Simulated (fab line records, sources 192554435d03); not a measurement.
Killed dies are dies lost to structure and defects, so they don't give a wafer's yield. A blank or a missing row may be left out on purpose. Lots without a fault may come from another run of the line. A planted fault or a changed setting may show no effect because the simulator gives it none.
Split-lot experiment | flow n5_finfet | 7 lots, 21 wafers read, on a route of 1938 steps

THE SPLIT
At N5_BEOL_M6_PECVD_70 (deposits SiO2 from TEOS/O2, target thk 20 nm, time 22.7 s), the setting temp_c was moved away from the recipe's 400 C on 8 of the 21 wafers read, by +1.7% to +4.0%. The other wafers ran this setting at the recipe's value.

The reading is taken at the split's own step.

THE READING
SiO2_of_BEOL_M6_PECVD_70.thk_nm (the simulator's own value, which no gauge read), in nm, at N5_BEOL_M6_PECVD_70 (deposits SiO2 from TEOS/O2, target thk 20 nm, time 22.7 s). The file gives no usual value for it. The 13 wafers here that ran the recipe average 20.1 nm, standard deviation 0.34 nm.

wafer  | tool, chamber at the split | temp_c as run, C | against the recipe | SiO2_of_BEOL_M6_PECVD_70.thk_nm, nm | against lot-mates on the recipe
L074.1 | pecvd-04, 2                | 416.1            | +4.0%              | 17.8                                | -2.2
L074.2 | pecvd-04, 1                | 416.1            | +4.0%              | 18                                  | -2.0
L074.5 | pecvd-04, 2                | 400              | recipe             | 20                                  | -
L075.1 | pecvd-01, 1                | 400              | recipe             | 19.8                                | -
L075.4 | pecvd-01, 1                | 407.5            | +1.9%              | 19.4                                | -0.4
L075.6 | pecvd-01, 0                | 407.5            | +1.9%              | 19.2                                | -0.6
L079.1 | pecvd-01, 0                | 400              | recipe             | 20                                  | -
L079.4 | pecvd-01, 2                | 400              | recipe             | 20.4                                | -
L079.5 | pecvd-01, 1                | 400              | recipe             | 20.2                                | -
L081.1 | pecvd-03, 1                | 400              | recipe             | 19.2                                | -
L081.3 | pecvd-03, 0                | 415.2            | +3.8%              | 17.6                                | -2.1
L081.5 | pecvd-03, 2                | 400              | recipe             | 20.2                                | -
L085.1 | pecvd-03, 2                | 400              | recipe             | 20                                  | -
L085.4 | pecvd-03, 2                | 400              | recipe             | 20.6                                | -
L085.6 | pecvd-03, 0                | 400              | recipe             | 20.2                                | -
L086.1 | pecvd-03, 1                | 407.4            | +1.8%              | 18.6                                | -1.8
L086.4 | pecvd-03, 2                | 400              | recipe             | 20.4                                | -
L086.6 | pecvd-03, 2                | 407.4            | +1.8%              | 19.4                                | -1.0
L092.1 | pecvd-04, 0                | 400              | recipe             | 20                                  | -
L092.3 | pecvd-04, 1                | 406.7            | +1.7%              | 19.2                                | -1.0
L092.5 | pecvd-04, 2                | 400              | recipe             | 20.4                                | -

THE FIT
A straight line over all 21 wafers: SiO2_of_BEOL_M6_PECVD_70.thk_nm changes by -0.571 nm for each +1% of temp_c; r = -0.93; the points scatter about the line by 0.33 nm.
The same after taking each lot's own level away (the mean of its wafers on the recipe; 21 wafers): -0.529 nm for each +1%; r = -0.92; scatter 0.33 nm.
On that fit, the largest move of temp_c shifts the reading by 2.1 nm.
The lots' own levels span 19.70 to 20.40 nm, that is 2.1 times the standard deviation above.
So the lot-to-lot level changes the slope little: the two slopes agree.
Check: with one of the wafers moved furthest among these (+4.0%) left out of the fit, the line predicts -2.1 nm for it against its lot-mates. It came out at -2.2 nm against them.

OTHER SPLITS ON THESE WAFERS
These wafers also went through other splits before the reading. Each is held against what the fit with the lots' levels taken away leaves over:
other split on the same wafers | wafers away from the commonest value | r with SiO2_of_BEOL_M6_PECVD_70.thk_nm (lot level and that fit taken away)
N5_BEOL_M2_COAT_68 spin_rpm    | 7                                    | +0.12
N5_BEOL_M3_COAT_05 spin_rpm    | 6                                    | -0.30
N5_BEOL_M4_COAT_73 spin_rpm    | 7                                    | +0.53
N5_BEOL_M4_COAT_05 spin_rpm    | 6                                    | -0.03
N5_BEOL_M5_COAT_05 spin_rpm    | 7                                    | -0.49

THE FILE'S OWN FIT
SiO2_of_BEOL_M6_PECVD_70.thk_nm changes by -0.536 nm for each +1% of temp_c, r = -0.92.
